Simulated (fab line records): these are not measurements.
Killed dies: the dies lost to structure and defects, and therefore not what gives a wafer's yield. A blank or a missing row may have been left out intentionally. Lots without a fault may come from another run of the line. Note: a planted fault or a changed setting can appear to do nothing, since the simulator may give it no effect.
fab line records ; flow n5_finfet
record: lots: 10; wafers: 30; last_day: 17
route steps=1938 shown BEOL_M11@1578 PASSIVATION@1936
lots untouched by any fault: they come from a run of this same line in which no faults occurred
start_h: start of the lot's first displayed wafer, in hours after the record's first day ; wait_h: hours elapsed since this lot's preceding step ; " identical to the entry in the row above ; L1.1+2: one row covering several wafers at once ; - value missing, or start not given ; * or withheld: withheld ; < > ~ a bound
route shown NAME@n: names a module that has steps shown in the file, with the first one's number in the route ; usual: mean/standard deviation taken from wafers without a fault ; same: alike in all rows ; chamber/n: place in a boat ; sites: the reading at each site ; _std_site: their standard deviation ; _edge_site: mean of outer sites minus mean of inner sites ; radius_mm: how far each site lies from the wafer's centre ; mask NAME#n: copy n ; behind: the most recent tool/chamber to have shaped the wafer ; hold: reason for holding the lot/hours on hold/outcome of the hold ; device: names the non-switching transistor (n, p or np) ; end of line: tests of these same wafers at the route's end ; a step given without rows: its recipe and nothing more ; killed: at the first sort, the dies lost to defects and structure; wafer yield is something else ; map: dies across one wafer; x = killed, . = not, _ = none there
set.NAME: the setting the step ran with; set.NAME@STEP: the setting that earlier step ran with ; model.NAME: the simulator's own value behind a step, which no gauge read
the route's steps for a sample of lots (tables are steps, rows are wafers)
services: when a tool's chamber went out of use (start_h, in hours from the record's first day, below 0 if earlier), for how many hours, and the reason
== steps ==
step: N5_BEOL_M11_TRENCH_ETCH_37
recipe: chemistry: C4F6/O2; target_depth_a: 1488.3; target: SiCOH_lowk; time_s: 48; ion_energy_ev: 250; pressure_mtorr: 30; source_w: 345; bias_w: 185; Ar_flow_sccm: 300; C4F6_flow_sccm: 10; O2_flow_sccm: 10
usual: chamber_pressure_mTorr: 30.002/0.024; drypump_motor_current_A: 5.64/0.28; oes_f_703_au: 0.77/0.07; oes_product_au: 0.76/0.068; rf_vpp_V: 661/8; showerhead_plenum_p_Torr: 2.75/0.12; throttle_valve_pct: 20.83/0.22
lot.wafer;tool;chamber;start_h;wait_h;chamber_pressure_mTorr;drypump_motor_current_A;oes_f_703_au;oes_product_au;rf_hours_counter_h;rf_vpp_V;showerhead_plenum_p_Torr;throttle_valve_pct
L703.2;rie_diel-03;2;-;-;29.977;5.42;0.77;0.75;154;649;2.64;20.85
L703.3;rie_diel-03;1;-;-;30.005;6.07;0.88;0.85;63;650;2.76;20.69
L703.6;rie_diel-03;0;-;-;30.022;5.51;0.73;0.74;-;664;2.63;21.01
L705.1;rie_diel-01;3;-;-;29.982;5.53;0.73;0.74;172;661;2.63;21.14
L705.3;rie_diel-01;1;-;-;30.012;5.99;0.71;0.71;202;669;2.94;20.72
L705.4;rie_diel-01;3;-;-;29.964;5.54;0.73;0.74;-;659;2.63;21.16
L706.2;rie_diel-03;2;-;-;29.988;5.44;0.76;0.74;162;648;2.64;20.84
L706.3;rie_diel-03;3;-;-;30.006;5.29;0.71;0.70;228;656;2.70;21.03
L706.4;rie_diel-03;1;-;-;29.989;6.12;0.86;0.86;70;649;2.76;20.70
L712.3;rie_diel-01;1;-;-;29.993;5.98;0.71;0.70;210;669;2.94;20.77
L712.4;rie_diel-01;3;-;-;29.982;5.50;0.71;0.73;188;659;2.63;21.17
L712.6;rie_diel-01;3;-;-;30.022;5.53;0.72;0.73;-;659;2.63;21.18
L710.2;rie_diel-04;3;-;-;29.937;5.98;0.73;0.75;167;674;2.73;20.68
L710.3;rie_diel-04;2;-;-;30.056;5.85;0.74;0.72;182;656;2.62;20.92
L710.6;rie_diel-04;2;-;-;30.015;5.86;0.73;0.72;-;656;2.62;20.92
L713.2;rie_diel-01;0;-;-;30.036;5.68;0.80;0.77;125;657;2.87;20.64
L713.5;rie_diel-01;1;-;-;29.990;5.97;0.71;0.70;-;668;2.93;20.75
L713.6;rie_diel-01;2;-;-;29.962;5.74;0.77;0.75;-;669;2.84;20.58
L717.1;rie_diel-03;2;-;-;30.004;5.38;0.75;0.73;178;649;2.63;20.85
L717.3;rie_diel-03;1;-;-;30.008;6.10;0.85;0.82;84;650;2.75;20.71
L717.6;rie_diel-03;0;-;-;30.027;5.50;0.72;0.72;-;665;2.62;21.05
L716.1;rie_diel-03;0;-;-;29.929;5.44;0.72;0.72;183;665;2.62;21.03
L716.2;rie_diel-03;3;-;-;29.978;5.30;0.70;0.67;247;655;2.69;21.06
L716.4;rie_diel-03;2;-;-;29.988;5.44;0.75;0.72;179;648;2.63;20.86
L720.2;rie_diel-04;2;-;-;30.005;5.82;0.72;0.70;200;657;2.62;20.94
L720.4;rie_diel-04;3;-;-;30.016;6.05;0.72;0.72;185;675;2.72;20.72
L720.6;rie_diel-04;1;-;-;29.997;5.11;0.94;0.94;-;675;3.02;20.89
L719.4;rie_diel-01;1;-;-;30.031;5.95;0.69;0.69;228;669;2.93;20.76
L719.5;rie_diel-01;3;-;-;29.998;5.54;0.71;0.71;-;660;2.62;21.20
L719.6;rie_diel-01;0;-;-;29.994;5.68;0.78;0.75;-;657;2.86;20.65
step: N5_BEOL_M11_ALD_74
recipe: material: TaN; target_thk_a: 20; temp_c: 275; ald_precursor_family: PDMAT; ald_co_reactant: NH3; pressure_torr: 3; carrier_flow_sccm: 1500; pulse_time_s: 2; purge_time_s: 3; co_reactant_purge_time_s: 2; co_reactant_pulse_time_s: 3; ald_cycles: 40; precursor_vessel_temp_c: 75; precursor_vessel_pressure_torr: 26.25; precursor_vessel_carrier_sccm: 1000
usual: ald_cycles: 40/0; heater_power_w: 433/42; precursor_vessel_pressure_torr: 26.25/0.056
same: co_reactant_pulse_time_s: 3
lot.wafer;tool;chamber;start_h;wait_h;ald_cycles;heater_power_w;precursor_vessel_pressure_torr
L703.2;ald_metal-03;0;255.40;0.0;40;415;26.26
L703.3;ald_metal-03;2;255.40;0.0;40;416;26.26
L703.6;ald_metal-03;1;255.40;0.0;40;453;26.26
L705.1;ald_metal-01;1;259.19;0.0;40;537;26.28
L705.3;ald_metal-01;0;259.19;0.0;40;414;26.29
L705.4;ald_metal-01;3;259.19;0.0;40;450;26.28
L706.2;ald_metal-01;2;280.03;0.0;42;460;26.25
L706.3;ald_metal-01;3;280.03;0.0;40;457;26.18
L706.4;ald_metal-01;0;280.03;0.0;40;412;26.29
L712.3;ald_metal-03;3;299.67;0.1;40;475;26.27
L712.4;ald_metal-03;1;299.67;0.1;40;443;26.25
L712.6;ald_metal-03;3;299.67;0.1;40;484;26.24
L710.2;ald_metal-01;0;300.53;0.0;42;408;26.22
L710.3;ald_metal-01;1;300.53;0.0;40;516;26.33
L710.6;ald_metal-01;1;300.53;0.0;40;506;26.34
L713.2;ald_metal-03;2;315.12;0.1;40;417;26.21
L713.5;ald_metal-03;1;315.12;0.1;40;452;26.22
L713.6;ald_metal-03;0;315.12;0.1;40;412;26.23
L717.1;ald_metal-04;1;343.39;0.1;40;364;26.29
L717.3;ald_metal-04;0;343.39;0.1;40;336;26.35
L717.6;ald_metal-04;3;343.39;0.1;40;425;26.22
L716.1;ald_metal-04;1;343.89;0.0;40;371;26.36
L716.2;ald_metal-04;2;343.89;0.0;40;384;26.28
L716.4;ald_metal-04;3;343.89;0.0;40;424;26.30
L720.2;ald_metal-01;1;360.74;0.3;40;525;26.27
L720.4;ald_metal-01;0;360.74;0.3;40;422;26.25
L720.6;ald_metal-01;1;360.74;0.3;40;512;26.28
L719.4;ald_metal-01;3;368.47;0.0;40;445;26.29
L719.5;ald_metal-01;3;368.47;0.0;40;449;26.19
L719.6;ald_metal-01;0;368.47;0.0;40;421;26.28
step: N5_BEOL_M11_ANNEAL_51
recipe: temp_c: 225; time_s: 90; ambient: N2
usual: wafer_temp_C_max: 226.17/0.26
lot.wafer;tool;chamber;start_h;wait_h;wafer_temp_C_max
L703.2;rtp_anneal-01;0;256.27;0.1;225.85
L703.3;rtp_anneal-01;0;256.27;0.1;226.11
L703.6;rtp_anneal-01;0;256.27;0.1;226.15
L705.1;rtp_anneal-02;0;259.89;0.1;226.53
L705.3;rtp_anneal-02;0;259.89;0.1;226.48
L705.4;rtp_anneal-02;0;259.89;0.1;226.19
L706.2;rtp_anneal-02;0;280.90;0.2;226.75
L706.3;rtp_anneal-02;0;280.90;0.2;226.26
L706.4;rtp_anneal-02;0;280.90;0.2;226.19
L712.3;rtp_anneal-02;0;300.71;0.4;226.24
L712.4;rtp_anneal-02;0;300.71;0.4;226.09
L712.6;rtp_anneal-02;0;300.71;0.4;225.79
L710.2;rtp_anneal-02;0;301.34;0.1;226.57
L710.3;rtp_anneal-02;0;301.34;0.1;226.25
L710.6;rtp_anneal-02;0;301.34;0.1;226.28
L713.2;rtp_anneal-02;0;318.46;2.6;226.47
L713.5;rtp_anneal-02;0;318.46;2.6;226.30
L713.6;rtp_anneal-02;0;318.46;2.6;226.27
L717.1;rtp_anneal-02;0;347.33;3.1;226.13
L717.3;rtp_anneal-02;0;347.33;3.1;226.31
L717.6;rtp_anneal-02;0;347.33;3.1;226.18
L716.1;rtp_anneal-02;0;347.60;3.0;226.20
L716.2;rtp_anneal-02;0;347.60;3.0;226.37
L716.4;rtp_anneal-02;0;347.60;3.0;226.05
L720.2;rtp_anneal-02;0;365.36;1.6;225.98
L720.4;rtp_anneal-02;0;365.36;1.6;226.12
L720.6;rtp_anneal-02;0;365.36;1.6;226.12
L719.4;rtp_anneal-02;0;372.17;2.8;225.96
L719.5;rtp_anneal-02;0;372.17;2.8;226.40
L719.6;rtp_anneal-02;0;372.17;2.8;225.95
step: N5_BEOL_M11_CMP_52
recipe: stop_on: SiCOH_lowk; t_overpolish_s: 7; down_force_psi: 1; platen_rpm: 50; clearing_platen_down_force_psi: 1.5; clearing_platen_rpm: 50; post_cmp_clean: cu_alkaline; target_thk_nm: 140; clearing_platen_pad_velocity_m_s: 0.99484; pad_velocity_m_s: 0.99484
usual: barrier_field_endpoint_s: 28.9/0.56; motor_current_A: 6.2/0.65; overpolish_run_s: 7.000/0.0096; retaining_ring_pressure_frac: 1.000/0.0045; slurry_filter_dp_kPa: 13.49/0.13; time_to_endpoint_s: 65.8/2.3
same: t_overpolish_s: 7
lot.wafer;tool;chamber;start_h;wait_h;barrier_field_endpoint_s;motor_current_A;overpolish_run_s;retaining_ring_pressure_frac;slurry_filter_dp_kPa;time_to_endpoint_s
L703.3;cmp-02;0;256.54;0.2;28.9;6.3;7.012;1.001;13.42;63.5
L703.2;cmp-02;2;256.54;0.2;28.6;5.5;6.977;0.994;13.53;65.8
L703.6;cmp-02;0;256.54;0.2;28.6;6.0;6.995;1.003;13.42;64.1
L705.4;cmp-02;3;260.41;0.3;28.7;5.5;7.005;1.003;13.43;67.5
L705.1;cmp-02;0;260.41;0.3;28.5;6.6;6.998;1.002;13.31;65.4
L705.3;cmp-02;1;260.41;0.3;28.9;6.7;6.989;0.996;13.68;67.7
L706.3;cmp-01;1;281.16;0.2;28.5;7.2;6.986;1.008;13.83;65.0
L706.4;cmp-01;3;281.16;0.2;30.1;6.9;7.020;1.001;13.60;69.6
L706.2;cmp-01;0;281.16;0.2;29.2;5.3;6.992;1.002;13.61;66.6
L712.4;cmp-02;1;300.99;0.2;29.1;6.4;7.012;1.001;13.46;65.2
L712.3;cmp-02;2;300.99;0.2;28.8;5.3;6.997;1.005;13.47;65.1
L712.6;cmp-02;3;300.99;0.2;28.6;5.8;7.009;0.999;13.33;66.2
L710.2;cmp-01;0;301.59;0.2;29.3;5.4;7.002;0.994;13.43;67.6
L710.3;cmp-01;1;301.59;0.2;29.5;7.3;6.982;1.002;13.49;67.1
L710.6;cmp-01;1;301.59;0.2;29.7;7.0;7.007;1.007;13.32;68.0
L713.2;cmp-01;1;318.75;0.2;28.7;7.2;6.993;1.002;13.31;70.2
L713.5;cmp-01;0;318.75;0.2;29.5;5.5;7.004;0.997;13.54;68.6
L713.6;cmp-01;1;318.75;0.2;28.8;7.5;7.013;1.000;13.45;69.7
L717.3;cmp-04;3;347.63;0.2;28.3;6.1;7.012;1.000;13.61;64.3
L717.1;cmp-04;0;347.63;0.2;28.5;5.6;6.996;0.995;13.59;64.1
L717.6;cmp-04;3;347.63;0.2;29.2;6.0;6.979;0.997;13.40;64.8
L716.4;cmp-01;3;347.90;0.1;29.0;6.8;7.005;0.998;13.58;68.7
L716.1;cmp-01;0;347.90;0.1;28.7;5.2;6.992;1.003;13.70;66.6
L716.2;cmp-01;1;347.90;0.1;28.7;6.9;6.982;1.001;13.59;68.7
L720.4;cmp-01;1;365.66;0.2;29.1;7.4;7.007;1.000;13.26;66.0
L720.2;cmp-01;3;365.66;0.2;28.3;6.2;7.007;1.001;13.50;66.5
L720.6;cmp-01;0;365.66;0.2;29.1;5.3;7.002;1.003;13.60;64.7
L719.4;cmp-01;1;372.41;0.2;29.3;7.4;6.997;0.993;13.48;65.3
L719.5;cmp-01;3;372.41;0.2;29.1;6.3;6.997;0.999;13.76;66.5
L719.6;cmp-01;0;372.41;0.2;29.5;5.6;6.997;0.997;13.48;68.6
step: N5_PASSIVATION_PROBE_49
usual: defect_limited_yield: 91.1/1.5; killed_at_M0_to_M3: 36/11; killed_at_M4_up: 13/5; killed_at_contacts: 13/5; killed_at_front_end: 40/12; killed_at_other: 3.3/2.3; killed_dies: 106/17; killed_open: 70/13; killed_short: 34/7.6; sort_bin_5_function: 5.3/0.96; sort_bin_6_memory: 3.3/0.66; sort_n_pass: 1074/17; sort_yield_pct: 91.1/1.5
same: gross_dies: 1180; killed_at_back_side: 0; sort_bin_4_leakage[%]: 0; sort_bin_8_speed[%]: 0
lot.wafer;tool;chamber;start_h;wait_h;defect_limited_yield[%];killed_at_M0_to_M3;killed_at_M4_up;killed_at_contacts;killed_at_front_end;killed_at_other;killed_dies;killed_open;killed_short;sort_bin_5_function[%];sort_bin_6_memory[%];sort_n_pass;sort_yield_pct[%]
L703.2;prober-02;-;296.10;0.1;90.7;44;17;13;33;3;110;75;35;6.4;2.6;1070;90.7
L703.3;prober-02;-;296.15;0.1;90.3;47;18;16;25;8;114;79;35;6.4;3.1;1066;90.3
L703.6;prober-02;-;296.30;0.3;92.0;45;14;9;22;4;94;64;30;5.4;2.3;1086;92.0
L705.1;prober-01;-;299.52;0.0;91.4;32;13;10;42;4;101;66;34;4.5;3.6;1079;91.4
L705.3;prober-01;-;299.62;0.1;90.5;50;17;7;30;8;112;78;34;5.3;3.7;1068;90.5
L705.4;prober-01;-;299.67;0.2;92.5;38;18;7;22;4;89;57;32;4.6;2.8;1091;92.5
L706.2;prober-02;-;321.55;0.1;89.0;69;14;14;33;0;130;93;37;7.5;3.3;1050;89.0
L706.3;prober-02;-;321.60;0.1;90.3;47;10;18;40;0;115;81;34;5.9;3.7;1065;90.3
L706.4;prober-02;-;321.65;0.2;88.1;34;22;23;59;3;141;90;51;7.5;3.9;1039;88.1
L712.3;prober-02;-;342.30;0.1;90.4;27;15;16;54;1;113;74;33;6.1;3.0;1067;90.4
L712.4;prober-02;-;342.35;0.2;90.3;42;13;8;44;8;115;75;38;5.6;3.9;1065;90.3
L712.6;prober-02;-;342.45;0.3;91.8;43;10;10;33;1;97;65;31;5.0;2.9;1083;91.8
L710.2;prober-01;-;346.43;0.1;93.6;31;5;3;33;3;75;49;24;3.9;2.3;1105;93.6
L710.3;prober-01;-;346.48;0.1;91.8;43;7;10;37;0;97;67;29;4.6;3.2;1083;91.8
L710.6;prober-01;-;346.63;0.3;92.2;30;9;15;38;0;92;62;28;4.3;3.3;1088;92.2
L713.2;prober-01;-;364.90;0.1;92.0;25;17;16;31;5;94;59;33;5.0;2.6;1086;92.0
L713.5;prober-01;-;365.05;0.2;89.5;57;13;11;42;1;124;89;35;6.7;3.7;1056;89.5
L713.6;prober-01;-;365.10;0.3;91.3;39;8;14;38;4;103;65;31;4.7;3.2;1077;91.3
L717.1;prober-01;-;391.80;0.0;92.0;15;11;10;53;5;94;70;23;4.9;2.9;1086;92.0
L717.3;prober-01;-;391.90;0.1;93.8;17;6;16;34;0;73;52;21;3.6;2.4;1107;93.8
L717.6;prober-01;-;392.05;0.3;90.8;36;15;11;42;5;109;73;35;5.4;3.3;1071;90.8
L716.1;prober-02;-;395.53;0.0;90.0;40;19;11;39;9;118;85;28;6.1;3.5;1062;90.0
L716.2;prober-02;-;395.58;0.1;92.5;29;16;3;37;4;89;58;31;4.8;2.3;1091;92.5
L716.4;prober-02;-;395.68;0.2;90.3;48;9;13;42;3;115;75;40;5.7;3.9;1065;90.3
L720.2;prober-02;-;412.96;0.1;90.1;43;12;15;43;4;117;78;36;5.4;4.2;1063;90.1
L720.4;prober-02;-;413.06;0.2;88.7;31;19;13;66;4;133;80;45;6.8;3.9;1047;88.7
L720.6;prober-02;-;413.16;0.3;90.8;20;13;18;55;2;108;73;35;5.0;3.7;1072;90.8
L719.4;prober-01;-;416.36;0.2;90.2;37;18;14;43;4;116;70;40;5.3;3.6;1064;90.2
L719.5;prober-01;-;416.41;0.2;90.7;43;15;12;36;4;110;70;39;4.9;3.7;1070;90.7
L719.6;prober-01;-;416.46;0.3;90.2;40;17;13;44;2;116;72;40;5.1;3.7;1064;90.2
killed by level:class
L703.2 BEOL_M0_SAQP:geometric_particle:open=14 MOL_CONTACT_COAG:geometric_particle:open=10 BEOL_M4:geometric_particle:open=10 STI_FIN_REVEAL:geometric_particle:open=9 BEOL_M0_SAQP:geometric_particle:short=8 BEOL_M2:geometric_particle:open=8 DUMMY_GATE:geometric_particle:open=6 STI_FIN_REVEAL:geometric_particle:short=4
L703.3 BEOL_M0_SAQP:geometric_particle:short=17 MOL_CONTACT_COAG:geometric_particle:open=13 BEOL_M4:geometric_particle:open=12 BEOL_M0_SAQP:geometric_particle:open=12 BEOL_M1:geometric_particle:open=7 STI_FIN_REVEAL:geometric_particle:open=6 BEOL_M2:geometric_particle:open=6 STARTING-WAFER:geometric_particle:open=5
L703.6 BEOL_M0_SAQP:geometric_particle:open=15 BEOL_M0_SAQP:geometric_particle:short=9 MOL_CONTACT_COAG:geometric_particle:open=8 BEOL_M3:geometric_particle:open=7 STI_FIN_REVEAL:geometric_particle:open=6 BEOL_M4:geometric_particle:open=6 BEOL_M2:geometric_particle:open=4 FIN_SAQP:geometric_particle:open=3
L705.1 STI_FIN_REVEAL:geometric_particle:open=14 MOL_CONTACT_COAG:geometric_particle:open=8 BEOL_M3:geometric_particle:open=8 BEOL_M0_SAQP:geometric_particle:short=7 BEOL_M0_SAQP:geometric_particle:open=7 FIN_SAQP:geometric_particle:short=6 STI_FIN_REVEAL:geometric_particle:short=4 DUMMY_GATE:geometric_particle:open=4
L705.3 BEOL_M0_SAQP:geometric_particle:open=14 FIN_SAQP:geometric_particle:open=11 BEOL_M0_SAQP:geometric_particle:short=11 BEOL_M4:geometric_particle:open=11 BEOL_M2:geometric_particle:open=7 STI_FIN_REVEAL:geometric_particle:open=5 BEOL_M0:geometric_particle:open=5 MOL_CONTACT_COAG:geometric_particle:open=4
L705.4 BEOL_M0_SAQP:geometric_particle:short=9 BEOL_M0_SAQP:geometric_particle:open=9 BEOL_M4:geometric_particle:open=8 BEOL_M2:geometric_particle:open=6 DUMMY_GATE:geometric_particle:open=6 MOL_CONTACT_COAG:geometric_particle:open=6 BEOL_M2:geometric_particle:short=6 FIN_SAQP:geometric_particle:short=5
L706.2 MOL_CONTACT_COAG:geometric_particle:open=12 BEOL_M0_SAQP:geometric_particle:open=12 BEOL_M3:geometric_particle:open=11 BEOL_M0:geometric_particle:open=10 BEOL_M1:geometric_particle:open=10 BEOL_M2:geometric_particle:open=9 BEOL_M4:geometric_particle:open=9 DUMMY_GATE:geometric_particle:open=8
L706.3 BEOL_M1:geometric_particle:open=16 MOL_CONTACT_COAG:geometric_particle:open=15 FIN_SAQP:geometric_particle:open=8 FIN_SAQP:geometric_particle:short=8 BEOL_M3:geometric_particle:open=8 BEOL_M0_SAQP:geometric_particle:open=6 STI_FIN_REVEAL:geometric_particle:open=5 DUMMY_GATE:geometric_particle:open=5
L706.4 MOL_CONTACT_COAG:geometric_particle:open=14 FIN_SAQP:geometric_particle:open=12 STI_FIN_REVEAL:geometric_particle:open=12 BEOL_M1:geometric_particle:open=12 FIN_SAQP:geometric_particle:short=9 BEOL_M4:geometric_particle:open=9 MOL_CONTACT_COAG:geometric_particle:short=9 GATE_CUT:geometric_particle:short=8
L712.3 STI_FIN_REVEAL:geometric_particle:open=15 MOL_CONTACT_COAG:geometric_particle:open=14 BEOL_M4:geometric_particle:open=8 DUMMY_GATE:geometric_particle:open=6 BEOL_M3:geometric_particle:open=6 STI_FIN_REVEAL:geometric_particle:short=5 STARTING-WAFER:geometric_particle:open=5 FIN_SAQP:geometric_particle:open=4
L712.4 BEOL_M0_SAQP:geometric_particle:open=17 STI_FIN_REVEAL:geometric_particle:open=10 BEOL_M0_SAQP:geometric_particle:short=10 FIN_SAQP:geometric_particle:open=8 BEOL_M3:geometric_particle:open=8 GATE_CUT:geometric_particle:open=7 MOL_CONTACT_COAG:geometric_particle:open=6 BEOL_M4:geometric_particle:short=5
L712.6 BEOL_M3:geometric_particle:open=16 BEOL_M0_SAQP:geometric_particle:short=10 MOL_CONTACT_COAG:geometric_particle:open=8 STI_FIN_REVEAL:geometric_particle:open=7 BEOL_M0_SAQP:geometric_particle:open=7 BEOL_M4:geometric_particle:open=5 ILD0:geometric_particle:open=4 BEOL_M2:geometric_particle:open=4
L710.2 STI_FIN_REVEAL:geometric_particle:open=7 BEOL_M0_SAQP:geometric_particle:open=7 FIN_SAQP:geometric_particle:open=6 DUMMY_GATE:geometric_particle:open=6 BEOL_M0_SAQP:geometric_particle:short=6 BEOL_M2:geometric_particle:open=5 GATE_CUT:geometric_particle:short=4 MOL_CONTACT_COAG:geometric_particle:open=3
L710.3 MOL_CONTACT_COAG:geometric_particle:open=10 DUMMY_GATE:geometric_particle:open=9 BEOL_M0_SAQP:geometric_particle:short=9 BEOL_M0_SAQP:geometric_particle:open=8 BEOL_M1:geometric_particle:open=8 BEOL_M2:geometric_particle:open=6 STI_FIN_REVEAL:geometric_particle:open=5 STARTING-WAFER:geometric_particle:open=5
L710.6 MOL_CONTACT_COAG:geometric_particle:open=12 FIN_SAQP:geometric_particle:open=7 BEOL_M0_SAQP:geometric_particle:short=7 FIN_SAQP:geometric_particle:short=6 DUMMY_GATE:geometric_particle:open=6 BEOL_M0_SAQP:geometric_particle:open=6 BEOL_M1:geometric_particle:open=5 BEOL_M2:geometric_particle:open=5
L713.2 MOL_CONTACT_COAG:geometric_particle:open=14 BEOL_M1:geometric_particle:open=8 BEOL_M4:geometric_particle:open=8 FIN_SAQP:geometric_particle:short=7 DUMMY_GATE:geometric_particle:open=7 DUMMY_GATE:geometric_particle:short=5 BEOL_M0_SAQP:geometric_particle:short=5 STI_FIN_REVEAL:geometric_particle:open=4
L713.5 BEOL_M0_SAQP:geometric_particle:short=13 BEOL_M0_SAQP:geometric_particle:open=13 BEOL_M3:geometric_particle:open=12 MOL_CONTACT_COAG:geometric_particle:open=10 BEOL_M1:geometric_particle:open=10 DUMMY_GATE:geometric_particle:open=9 STI_FIN_REVEAL:geometric_particle:open=8 BEOL_M2:geometric_particle:open=7
L713.6 MOL_CONTACT_COAG:geometric_particle:open=11 BEOL_M1:geometric_particle:open=9 FIN_SAQP:geometric_particle:short=8 FIN_SAQP:geometric_particle:open=7 DUMMY_GATE:geometric_particle:open=7 BEOL_M0_SAQP:geometric_particle:open=7 BEOL_M3:geometric_particle:open=7 BEOL_M4:geometric_particle:open=6
L717.1 FIN_SAQP:geometric_particle:open=23 MOL_CONTACT_COAG:geometric_particle:open=8 FIN_SAQP:geometric_particle:short=7 STI_FIN_REVEAL:geometric_particle:open=7 BEOL_M1:geometric_particle:open=6 DUMMY_GATE:geometric_particle:open=4 BEOL_M4:geometric_particle:open=4 DUMMY_GATE:geometric_particle:short=3
L717.3 MOL_CONTACT_COAG:geometric_particle:open=12 STI_FIN_REVEAL:geometric_particle:open=7 FIN_SAQP:geometric_particle:open=6 STARTING-WAFER:geometric_particle:open=6 MOL_CONTACT_COAG:geometric_particle:short=4 BEOL_M1:geometric_particle:open=4 BEOL_M3:geometric_particle:open=3 DUMMY_GATE:geometric_particle:open=3
L717.6 STI_FIN_REVEAL:geometric_particle:open=12 BEOL_M1:geometric_particle:open=12 FIN_SAQP:geometric_particle:open=10 MOL_CONTACT_COAG:geometric_particle:open=8 BEOL_M4:geometric_particle:open=7 BEOL_M0_SAQP:geometric_particle:open=6 FIN_SAQP:geometric_particle:short=5 BEOL_M1:geometric_particle:short=5
L716.1 BEOL_M0_SAQP:geometric_particle:open=14 FIN_SAQP:geometric_particle:open=13 MOL_CONTACT_COAG:geometric_particle:open=8 BEOL_M4:geometric_particle:open=8 BEOL_M1:geometric_particle:open=7 BEOL_M3:geometric_particle:open=7 FIN_SAQP:geometric_particle:short=6 DUMMY_GATE:geometric_particle:open=6
L716.2 FIN_SAQP:geometric_particle:open=15 BEOL_M4:geometric_particle:open=9 FIN_SAQP:geometric_particle:short=7 BEOL_M2:geometric_particle:open=7 GATE_CUT:geometric_particle:short=5 BEOL_M0_SAQP:geometric_particle:open=5 DUMMY_GATE:geometric_particle:open=4 GATE_CUT:geometric_particle:open=4
L716.4 FIN_SAQP:geometric_particle:open=19 BEOL_M0_SAQP:geometric_particle:open=15 BEOL_M0_SAQP:geometric_particle:short=14 BEOL_M3:geometric_particle:open=10 MOL_CONTACT_COAG:geometric_particle:open=9 FIN_SAQP:geometric_particle:short=6 GATE_CUT:geometric_particle:short=6 BEOL_M2:geometric_particle:open=5
L720.2 MOL_CONTACT_COAG:geometric_particle:open=13 FIN_SAQP:geometric_particle:open=9 BEOL_M0_SAQP:geometric_particle:open=9 BEOL_M1:geometric_particle:open=9 STI_FIN_REVEAL:geometric_particle:open=8 BEOL_M0_SAQP:geometric_particle:short=8 BEOL_M2:geometric_particle:open=7 FIN_SAQP:geometric_particle:short=6
L720.4 FIN_SAQP:geometric_particle:short=13 STI_FIN_REVEAL:geometric_particle:open=11 MOL_CONTACT_COAG:geometric_particle:open=10 FIN_SAQP:geometric_particle:open=9 GATE_CUT:geometric_particle:short=6 BEOL_M0_SAQP:geometric_particle:short=6 BEOL_M3:geometric_particle:open=5 DUMMY_GATE:geometric_particle:open=5
L720.6 STI_FIN_REVEAL:geometric_particle:open=18 MOL_CONTACT_COAG:geometric_particle:open=14 GATE_CUT:geometric_particle:short=10 STI_FIN_REVEAL:geometric_particle:short=7 DUMMY_GATE:geometric_particle:open=5 BEOL_M0:geometric_particle:open=5 BEOL_M4:geometric_particle:open=5 BEOL_M5:geometric_particle:open=5
L719.4 MOL_CONTACT_COAG:geometric_particle:open=12 FIN_SAQP:geometric_particle:open=11 BEOL_M2:geometric_particle:open=10 BEOL_M4:geometric_particle:open=9 BEOL_M0_SAQP:geometric_particle:short=7 STI_FIN_REVEAL:geometric_particle:open=6 HKMG_FIN:area_etch=6 BEOL_M0_SAQP:geometric_particle:open=5
L719.5 BEOL_M0_SAQP:geometric_particle:open=11 BEOL_M2:geometric_particle:open=11 FIN_SAQP:geometric_particle:open=9 BEOL_M0_SAQP:geometric_particle:short=9 MOL_CONTACT_COAG:geometric_particle:open=9 STI_FIN_REVEAL:geometric_particle:open=7 FIN_SAQP:geometric_particle:short=6 BEOL_M3:geometric_particle:short=5
L719.6 BEOL_M3:geometric_particle:open=12 MOL_CONTACT_COAG:geometric_particle:open=11 BEOL_M3:geometric_particle:short=11 FIN_SAQP:geometric_particle:short=9 DUMMY_GATE:geometric_particle:open=9 BEOL_M4:geometric_particle:open=8 FIN_SAQP:geometric_particle:open=6 BEOL_M5:geometric_particle:open=5
== services ==
tool;chamber;start_h;hours;kind
rie_diel-01;3;230.17;3.4;repair
rie_diel-04;0;234.21;-;clean
rie_diel-04;0;234.21;-;consumable_replace:focus_ring
cmp-04;-;242.21;4.0;pm
rie_diel-04;-;254.83;0.1;repair
cmp-04;-;255.39;5.7;pm
rie_diel-01;2;256.39;8.1;repair
ald_metal-04;-;257.88;2.2;repair
rie_diel-01;1;260.87;12.6;repair
rie_diel-03;1;285.68;6.9;repair
rtp_anneal-01;-;299.58;73.2;pm
ald_metal-04;-;315.40;8.7;pm
cmp-04;-;328.55;0.8;repair
cmp-01;-;331.80;4.0;pm
cmp-01;-;335.80;-;consumable_replace:conditioner
cmp-01;-;335.80;-;consumable_replace:pad
cmp-02;-;338.95;11.1;pm
rie_diel-03;3;353.36;-;clean
rie_diel-03;3;353.36;-;consumable_replace:focus_ring
rie_diel-03;3;353.36;-;consumable_replace:showerhead
rie_diel-03;3;353.36;18.9;scheduled_down
rie_diel-03;3;353.36;18.9;vent_cycle
rie_diel-01;2;359.98;1.5;repair
cmp-02;-;363.19;0.2;repair
== key ==
first_sign: step: N5_BEOL_M11_ALD_74; reading: ald_cycles; direction: up; sigmas: 99+; usual: *; struck: *
effect none on later readings
met_at N5_BEOL_M11_ALD_74
struck_lots L706,L710
struck_wafers L706.2,L710.2
not_acting_at N5_BEOL_M11_TRENCH_ETCH_37,N5_BEOL_M11_ANNEAL_51,N5_BEOL_M11_CMP_52
onset_between 259.19 280.03
fault: kind: process_parameter_drift; tool: ald_metal-01; chamber: -; onset_h: 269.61; steps: N5_BEOL_M11_ALD_74; channel: ald_cycles; offset: *; shape: step; end_h: 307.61; scope: struck_wafers_only; acts_in: *; stated: *
